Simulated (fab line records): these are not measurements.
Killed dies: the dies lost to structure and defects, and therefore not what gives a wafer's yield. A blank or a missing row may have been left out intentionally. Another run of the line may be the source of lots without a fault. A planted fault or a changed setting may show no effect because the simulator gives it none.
One fault through the eyes of 2 desks -- flow n5_finfet -- numbers are kept per desk, each desk with only its own; the story behind them comes last

TOOL OWNER'S DESK, arfi_scanner-01
The tool's own readings at N5_SDB_EXPOSE_08 (exposes mask SDB): means of the sampled wafers that have a number, for each lot that ran on this tool. Marked OUT: a lot whose mean sits more than 4 standard deviations from the usual mean, which makes it out of limits; the brackets give that distance.
Columns: A = exposure_dose_mJ_cm2 at N5_SDB_EXPOSE_08, usual 49.74
lot,first seen here,A
L182,day 4 13:19,49.59
L183,day 4 19:20,49.55
L185,day 5 06:10,43.86 (-31) OUT
L187,day 5 19:05,45.02 (-25) OUT
Finding of this desk: L185, L187 out of limits; the first was L185 at day 5 06:10, on exposure_dose_mJ_cm2 at N5_SDB_EXPOSE_08. In limits: L182, L183.

METROLOGY DESK
Lot by lot, what the gauges showed, no matter which tool ran the lot: averages of those sampled wafers that carry a number. Marked OUT: a lot whose mean sits more than 4 standard deviations from the usual mean, which makes it out of limits; the brackets give that distance. Readings shown: 7 out of 15 (the first out of limits, and those lying furthest out on some lot).
Columns: A = RS_SD_N at N5_SD_ACTIVATION_RS_MEAS_03, usual 21.94 ohm/sq; B = RS_SD_P at N5_SD_ACTIVATION_RS_MEAS_03, usual 56.2 ohm/sq; C = thk_nm at N5_ILD0_THK_MEAS_04, usual 197.5 nm; D = cd_nm at N5_SDB_CD_MEAS_11, usual 49.4 nm; E = DIBL_P at N5_BEOL_M4_RC_MEAS_101, usual 35.6 mV/V; F = SS_P at N5_BEOL_M4_RC_MEAS_101, usual 73.1 mV/dec; G = VT_P at N5_BEOL_M4_RC_MEAS_101, usual -251 mV
lot,first seen here,A,B,C,D,E,F,G
L182,day 4 05:43,22.37,56.4,197.3,49.9,35.1,73.6,-248
L183,day 4 11:35,21.98,55.2,198.0,47.7,37.9,72.9,-255
L184,day 4 18:56,21.83,56.1,199.4,47.8,36.6,73.6,-252
L185,day 4 21:53,21.66,55.1,196.5,38.3 (-10) OUT,-,-,-
L187,day 5 11:22,21.86,55.8,196.9,39.9 (-8.6) OUT,-,-,-
L189,day 6 00:16,21.85,55.3,195.4,49.3,34.7,73.0,-254
L195,day 7 10:35,21.76,57.3,198.8,48.9,34.9,72.9,-254
L197,day 8 00:04,21.90,55.9,197.5,48.8,36.8,73.3,-252
L201,day 8 23:14,21.38,56.6,197.5,48.3,35.2,72.3,-248
L202,day 9 03:31,22.08,56.2,197.7,50.5,35.0,72.7,-248
Finding of this desk: L185, L187 out of limits; the first was L185 at day 5 06:17, on cd_nm at N5_SDB_CD_MEAS_11. In limits: L182, L183, L184, L189, L195, L197, L201, L202.

TAKEN TOGETHER
An alarm could have come from the tool owner's desk at day 5 06:10, on L185, L187.
L185, L187 would have let the metrology desk raise an alarm at day 5 06:17.
Of the lots named, all ran N5_SDB_EXPOSE_08 on arfi_scanner-01.

WHAT HAD BEEN PUT IN BY THE SIMULATOR
Process parameter drift: arfi_scanner-01, from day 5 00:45 on, at N5_SDB_EXPOSE_08. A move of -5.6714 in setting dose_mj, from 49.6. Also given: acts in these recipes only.
Lots struck among those shown: L185, L187.
Fault start to first reading out of limits, in hours, per desk: tool owner, 5; metrology, 6.
